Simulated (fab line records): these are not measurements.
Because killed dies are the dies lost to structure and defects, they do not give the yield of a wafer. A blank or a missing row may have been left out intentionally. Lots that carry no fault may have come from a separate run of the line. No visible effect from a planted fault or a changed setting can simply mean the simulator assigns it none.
Which tool did it? | flow n5Finfet | Sampling: 24 lots, 72 wafers, 6 of 1938 route steps

## WHAT EACH GAUGE READ, for each wafer
N5_BEOL_M4_INSPECT_13: inspects for defects (brightfield). Usual: 421 for rawDefectCount, sd 85.
lot  | measured     | on               | rawDefectCount | flag
L075 | day 8 21:18  | defectInspect-02 | 366 476 574    | 
L074 | day 9 00:33  | defectInspect-01 | 513 404 479    | 
L078 | day 9 01:46  | defectInspect-02 | 392 421 657    | 
L077 | day 9 01:56  | defectInspect-02 | 396 587 333    | 
L076 | day 9 01:59  | defectInspect-02 | 405 348 444    | 
L079 | day 9 06:04  | defectInspect-01 | 491 298 528    | 
L080 | day 9 22:41  | defectInspect-02 | 395 483 539    | 
L081 | day 9 22:51  | defectInspect-02 | 379 313 297    | 
L082 | day 10 02:23 | defectInspect-01 | 470 371 397    | 
L083 | day 10 13:16 | defectInspect-02 | 445 325 397    | 
L084 | day 11 03:19 | defectInspect-02 | 306 374 323    | 
L085 | day 11 04:08 | defectInspect-02 | 321 404 282    | 
L086 | day 11 04:10 | defectInspect-01 | 422 325 315    | 
L087 | day 11 04:13 | defectInspect-02 | 415 476 499    | 
L088 | day 11 17:49 | defectInspect-02 | 303 363 371    | 
L089 | day 11 20:52 | defectInspect-01 | 393 451 421    | 
L090 | day 12 01:46 | defectInspect-01 | 339 312 304    | 
L091 | day 12 12:04 | defectInspect-02 | 488 250 456    | 
L093 | day 12 23:58 | defectInspect-01 | 487 323 600    | 
L092 | day 13 00:40 | defectInspect-01 | 430 531 500    | 
L094 | day 13 09:14 | defectInspect-02 | 463 441 390    | 
L096 | day 13 23:24 | defectInspect-01 | 360 501 379    | 
L095 | day 14 02:40 | defectInspect-02 | 390 442 540    | 
L097 | day 14 06:44 | defectInspect-01 | 624 485 421    | 

N5_BEOL_M4_INSPECT_59: inspects for defects (darkfield). Usual: 77 for rawDefectCount, sd 27.
lot  | measured     | on               | rawDefectCount | flag
L075 | day 9 10:28  | defectInspect-02 | 46 53 35       | 
L074 | day 9 10:59  | defectInspect-02 | 106 82 89      | 
L078 | day 9 15:40  | defectInspect-02 | 71 102 69      | 
L077 | day 9 21:04  | defectInspect-02 | 71 119 79      | 
L076 | day 10 02:12 | defectInspect-02 | 85 83 102      | 
L079 | day 10 06:53 | defectInspect-01 | 62 52 57       | 
L080 | day 10 10:26 | defectInspect-01 | 125 99 158     | 
L081 | day 10 20:50 | defectInspect-01 | 94 117 98      | 
L082 | day 10 22:26 | defectInspect-01 | 64 98 90       | 
L083 | day 11 09:06 | defectInspect-01 | 124 102 86     | 
L084 | day 11 17:15 | defectInspect-01 | 124 106 54     | 
L085 | day 11 14:27 | defectInspect-02 | 121 94 61      | 
L086 | day 11 17:30 | defectInspect-01 | 67 58 58       | 
L087 | day 12 07:53 | defectInspect-02 | 66 102 51      | 
L088 | day 12 15:33 | defectInspect-01 | 74 58 74       | 
L089 | day 12 19:27 | defectInspect-01 | 138 77 80      | 
L090 | day 13 02:59 | defectInspect-01 | 80 148 108     | 
L091 | day 13 05:07 | defectInspect-01 | 57 120 111     | 
L093 | day 13 08:56 | defectInspect-02 | 77 77 54       | 
L092 | day 13 13:34 | defectInspect-02 | 41 48 58       | 
L094 | day 14 07:05 | defectInspect-01 | 66 56 56       | 
L096 | day 14 07:38 | defectInspect-02 | 63 57 44       | 
L095 | day 14 14:17 | defectInspect-01 | 41 59 40       | 
L097 | day 14 15:50 | defectInspect-01 | 81 67 75       | 

N5_BEOL_M5_OVL_MEAS_29. Usual: for V4_OVL the level is 0.5 nm and the standard deviation is 0.77.
lot  | measured     | on         | V4_OVL (nm)    | flag
L075 | day 9 15:17  | overlay-01 | 0.8 -0.2 -1.2  | 
L074 | day 9 15:26  | overlay-02 | 2.1 1.2 0.9    | 
L078 | day 9 21:44  | overlay-02 | 1.8 0.9 1.4    | 
L077 | day 10 03:10 | overlay-01 | 0.1 0.0 -0.2   | 
L076 | day 10 09:39 | overlay-01 | 0.2 0.4 0.7    | 
L079 | day 10 12:00 | overlay-01 | 1.6 2.6 1.4    | 
L080 | day 10 15:07 | overlay-01 | 0.1 1.0 -0.2   | 
L081 | day 11 01:50 | overlay-01 | 0.5 0.3 0.9    | 
L082 | day 11 06:20 | overlay-02 | 2.0 1.7 1.6    | 
L083 | day 11 16:13 | overlay-02 | 0.9 0.0 0.4    | 
L084 | day 12 00:04 | overlay-02 | 0.8 0.4 0.4    | 
L085 | day 11 19:37 | overlay-01 | 0.4 0.9 0.3    | 
L086 | day 11 23:02 | overlay-01 | 0.9 0.7 1.5    | 
L087 | day 12 14:17 | overlay-02 | 1.0 0.9 1.7    | 
L088 | day 12 20:28 | overlay-01 | 1.2 0.9 0.9    | 
L089 | day 13 03:35 | overlay-01 | 0.4 1.3 1.4    | 
L090 | day 13 07:03 | overlay-01 | 0.2 0.4 0.6    | 
L091 | day 13 10:48 | overlay-01 | 0.2 0.6 0.1    | 
L093 | day 13 15:42 | overlay-02 | 0.6 -0.4 -0.7  | 
L092 | day 13 17:47 | overlay-02 | -0.3 -0.5 0.0  | 
L094 | day 14 11:09 | overlay-02 | -0.6 -0.3 -0.5 | 
L096 | day 14 12:16 | overlay-01 | 0.3 -0.2 -0.3  | 
L095 | day 14 21:22 | overlay-01 | -0.7 -0.8 -0.7 | 
L097 | day 14 21:25 | overlay-02 | 1.1 1.8 2.5    | 

## TOOL THAT RAN EACH LOT (tool first, then ch and the chambers of the sampled wafers, then the start)
lot  | N5_BEOL_M4_SPUTTER_48       | N5_BEOL_M4_ANNEAL_49        | N5_BEOL_M5_HM_OPEN_17
L075 | pvdSputter-01, day 9 07:36  | pvdSputter-01, day 9 07:41  | rieMetal-03 ch 0,1, day 9 14:45
L074 | pvdSputter-02, day 9 08:01  | pvdSputter-02, day 9 08:06  | rieMetal-01 ch 0,1, day 9 14:52
L078 | pvdSputter-01, day 9 12:50  | pvdSputter-01, day 9 12:55  | rieMetal-02 ch 0,1, day 9 18:39
L077 | pvdSputter-02, day 9 18:12  | pvdSputter-02, day 9 18:17  | rieMetal-02 ch 0, day 10 02:29
L076 | pvdSputter-03, day 9 23:20  | pvdSputter-03, day 9 23:25  | rieMetal-03 ch 0,1, day 10 05:47
L079 | pvdSputter-01, day 10 04:02 | pvdSputter-01, day 10 04:07 | rieMetal-01 ch 0,1, day 10 11:20
L080 | pvdSputter-03, day 10 07:35 | pvdSputter-03, day 10 07:40 | rieMetal-02 ch 0, day 10 13:26
L081 | pvdSputter-03, day 10 17:52 | pvdSputter-03, day 10 17:56 | rieMetal-01 ch 0,1, day 11 00:11
L082 | pvdSputter-01, day 10 19:36 | pvdSputter-01, day 10 19:41 | rieMetal-03 ch 0,1, day 11 03:14
L083 | pvdSputter-01, day 11 06:16 | pvdSputter-01, day 11 06:21 | rieMetal-03 ch 0,1, day 11 13:12
L084 | pvdSputter-03, day 11 14:22 | pvdSputter-03, day 11 14:26 | rieMetal-02 ch 0,1, day 11 21:22
L085 | pvdSputter-01, day 11 11:37 | pvdSputter-01, day 11 11:41 | rieMetal-02 ch 0,1, day 11 17:40
L086 | pvdSputter-02, day 11 14:38 | pvdSputter-02, day 11 14:43 | rieMetal-02 ch 0,1, day 11 21:36
L087 | pvdSputter-02, day 12 04:55 | pvdSputter-02, day 12 05:00 | rieMetal-02 ch 1, day 12 11:02
L088 | pvdSputter-02, day 12 12:42 | pvdSputter-02, day 12 12:47 | rieMetal-03 ch 0,1, day 12 19:46
L089 | pvdSputter-02, day 12 16:37 | pvdSputter-02, day 12 16:42 | rieMetal-01 ch 0,1, day 13 00:09
L090 | pvdSputter-02, day 13 00:08 | pvdSputter-02, day 13 00:13 | rieMetal-02 ch 0,1, day 13 06:19
L091 | pvdSputter-02, day 13 02:17 | pvdSputter-02, day 13 02:22 | rieMetal-01 ch 0,1, day 13 09:11
L093 | pvdSputter-01, day 13 05:48 | pvdSputter-01, day 13 05:53 | rieMetal-03 ch 0,1, day 13 12:41
L092 | pvdSputter-01, day 13 09:10 | pvdSputter-01, day 13 09:14 | rieMetal-03 ch 0,1, day 13 17:08
L094 | pvdSputter-01, day 14 02:00 | pvdSputter-01, day 14 02:05 | rieMetal-03 ch 0,1, day 14 10:19
L096 | pvdSputter-01, day 14 03:50 | pvdSputter-01, day 14 03:55 | rieMetal-03 ch 0,1, day 14 10:59
L095 | pvdSputter-03, day 14 11:18 | pvdSputter-03, day 14 11:23 | rieMetal-02 ch 0, day 14 19:32
L097 | pvdSputter-02, day 14 12:59 | pvdSputter-02, day 14 13:04 | rieMetal-02 ch 0,1, day 14 19:47
- N5_BEOL_M4_SPUTTER_48: material Cu, target thk 4.5 nm, time 8.29 s.
- N5_BEOL_M4_ANNEAL_49: time 240 s.
- N5_BEOL_M5_HM_OPEN_17: chemistry Cl2/BCl3, target TiN, target depth 20 nm, overetch 6 nm.

## WHAT THE TOOLS THEMSELVES READ (means of the sampled wafers that have a number; where no wafer has one, the mark that the record gives instead)
N5_BEOL_M4_SPUTTER_48. Usual: 30.2 % for throttleValvePct, sd 1.
lot  | tool          | throttleValvePct (%) | flag
L075 | pvdSputter-01 | 29.4                 | 
L074 | pvdSputter-02 | 29.9                 | 
L078 | pvdSputter-01 | 29.0                 | 
L077 | pvdSputter-02 | 31.3                 | 
L076 | pvdSputter-03 | 30.0                 | 
L079 | pvdSputter-01 | 29.6                 | 
L080 | pvdSputter-03 | 30.8                 | 
L081 | pvdSputter-03 | 31.4                 | 
L082 | pvdSputter-01 | 28.7                 | 
L083 | pvdSputter-01 | 30.3                 | 
L084 | pvdSputter-03 | 31.0                 | 
L085 | pvdSputter-01 | 30.4                 | 
L086 | pvdSputter-02 | 30.6                 | 
L087 | pvdSputter-02 | 30.1                 | 
L088 | pvdSputter-02 | 29.9                 | 
L089 | pvdSputter-02 | 30.6                 | 
L090 | pvdSputter-02 | 31.1                 | 
L091 | pvdSputter-02 | 30.8                 | 
L093 | pvdSputter-01 | 29.7                 | 
L092 | pvdSputter-01 | 29.5                 | 
L094 | pvdSputter-01 | 30.0                 | 
L096 | pvdSputter-01 | 30.2                 | 
L095 | pvdSputter-03 | 30.8                 | 
L097 | pvdSputter-02 | 30.4                 | 

N5_BEOL_M4_ANNEAL_49. Usual: 841 W for heaterPowerW, sd 84.
lot  | tool          | heaterPowerW (W) | flag
L075 | pvdSputter-01 | 816              | 
L074 | pvdSputter-02 | 872              | 
L078 | pvdSputter-01 | 862              | 
L077 | pvdSputter-02 | 938              | 
L076 | pvdSputter-03 | 921              | 
L079 | pvdSputter-01 | 797              | 
L080 | pvdSputter-03 | 816              | 
L081 | pvdSputter-03 | 747              | 
L082 | pvdSputter-01 | 843              | 
L083 | pvdSputter-01 | 806              | 
L084 | pvdSputter-03 | 803              | 
L085 | pvdSputter-01 | 812              | 
L086 | pvdSputter-02 | 916              | 
L087 | pvdSputter-02 | 923              | 
L088 | pvdSputter-02 | 872              | 
L089 | pvdSputter-02 | 888              | 
L090 | pvdSputter-02 | 887              | 
L091 | pvdSputter-02 | 923              | 
L093 | pvdSputter-01 | 877              | 
L092 | pvdSputter-01 | 752              | 
L094 | pvdSputter-01 | 865              | 
L096 | pvdSputter-01 | 752              | 
L095 | pvdSputter-03 | 797              | 
L097 | pvdSputter-02 | 822              | 

N5_BEOL_M5_HM_OPEN_17. Usual: drypumpMotorCurrentA 5.5 A, standard deviation 0.43; heBacksideLeakSccm 3.4 sccm, standard deviation 0.39; oesProductAu 0.62 a.u., standard deviation 0.078; throttleValvePct 22.30 %, standard deviation 0.23.
lot  | tool        | drypumpMotorCurrentA (A) | heBacksideLeakSccm (sccm) | oesProductAu (a.u.) | throttleValvePct (%) | flag
L075 | rieMetal-03 | 5.2                      | 3.3                       | 0.59                | 22.21                | 
L074 | rieMetal-01 | 5.9                      | 3.1                       | 0.62                | 22.07                | 
L078 | rieMetal-02 | 5.5                      | 3.7                       | 0.61                | 22.43                | 
L077 | rieMetal-02 | 5.2                      | 3.8                       | 0.55                | 22.53                | 
L076 | rieMetal-03 | 5.1                      | 3.3                       | 0.58                | 22.22                | 
L079 | rieMetal-01 | 5.9                      | 3.3                       | 0.61                | 22.08                | 
L080 | rieMetal-02 | 5.2                      | 3.8                       | 0.55                | 22.55                | 
L081 | rieMetal-01 | 5.9                      | 3.2                       | 0.61                | 22.08                | 
L082 | rieMetal-03 | 5.2                      | 3.2                       | 0.58                | 22.39                | 
L083 | rieMetal-03 | 5.2                      | 3.3                       | 0.58                | 22.39                | 
L084 | rieMetal-02 | 5.4                      | 4.1                       | 0.60                | 22.44                | 
L085 | rieMetal-02 | 5.4                      | 3.6                       | 0.60                | 22.45                | 
L086 | rieMetal-02 | 5.4                      | 3.7                       | 0.61                | 22.45                | 
L087 | rieMetal-02 | 6.1                      | 3.6                       | 0.69                | 22.27                | 
L088 | rieMetal-03 | 5.2                      | 3.2                       | 0.58                | 22.40                | 
L089 | rieMetal-01 | 5.9                      | 3.2                       | 0.60                | 22.11                | 
L090 | rieMetal-02 | 5.4                      | 3.5                       | 0.80                | 22.15                | 
L091 | rieMetal-01 | 5.6                      | 3.1                       | 0.63                | 22.26                | 
L093 | rieMetal-03 | 5.1                      | 3.2                       | 0.57                | 22.23                | 
L092 | rieMetal-03 | 5.2                      | 3.1                       | 0.58                | 22.38                | 
L094 | rieMetal-03 | 5.2                      | 3.2                       | 0.57                | 22.23                | 
L096 | rieMetal-03 | 5.1                      | 3.3                       | 0.56                | 22.25                | 
L095 | rieMetal-02 | 5.1                      | 3.6                       | 0.82                | 22.10                | 
L097 | rieMetal-02 | 5.8                      | 3.5                       | 0.73                | 22.20                | 

## THE ANSWER, worked out from the rows above alone
Rule: take the mean of a lot's wafers that have a number; if it is more than 3 standard deviations from the usual mean, the lot is off. Also off: a lot with no number at a reading for which 4 or more lots have one. Where the step has rows for the other lots, those lots are counted as sound. The gauges are gone through in route order, then the tools' own readings, and for those a lot's mean is taken as printed above. The first step at which some lot is off is used, and at that step the reading that is off furthest; a lot without a number counts as furthest.
No lot is off on any of the readings shown, so nothing can be concluded from this.

## WHAT WAS PUT IN BY THE SIMULATOR
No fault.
